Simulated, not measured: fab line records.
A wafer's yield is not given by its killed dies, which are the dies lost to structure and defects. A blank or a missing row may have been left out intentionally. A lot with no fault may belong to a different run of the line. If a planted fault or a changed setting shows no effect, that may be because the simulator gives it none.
Matching of chambers	flow nand-harc	NHARC_A_WL_FILL_ALD_00 on ald-hk-03 has 4 sister chambers
The step deposits Al2O3, target thk 3 nm, pulse time 3 s, ald cycles 30. 4 wafers are shown with their chamber, then 8 later ones without.

== WAFERS, EACH WITH ITS CHAMBER ==
wafer	chamber	heater-power-outer-w (W)
L386.6	3	262
L385.2	0	296
L385.5	2	271
L383.1	1	250

== WAFERS WHOSE CHAMBER IS MISSING ==
wafer	heater-power-outer-w (W)
L383.4	293
L383.6	293
L388.1	260
L388.2	295
L388.3	241
L393.1	273
L393.3	287
L393.4	244

== WHICH CHAMBER EACH WENT THROUGH ==
wafer	from the rows above	in truth
L383.4	0	0
L383.6	0	0
L388.1	can't be placed: 3 or 1 or 2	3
L388.2	0	0
L388.3	1	1
L393.1	can't be placed: 2 or 3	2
L393.3	can't be placed: 0 or 2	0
L393.4	1	1
Correct placement for 5 of the 8. Cannot be placed on the basis of these rows: 3; the candidates contain the true chamber in 3. Number placed wrongly: 0.
How it was worked out, from the rows above alone: a wafer's distance from a chamber is the root of the sum, over the readings, of the square of ((its reading less the chamber's mean) divided by the reading's scatter). The wafer belongs to the nearest chamber; if the next one is less than 2 further off, it can't be placed. For every chamber, the mean is computed from those of its wafers that are shown. The scatter: root of mean squared gap, hidden wafer to nearest shown wafer, with one shown wafer a chamber.
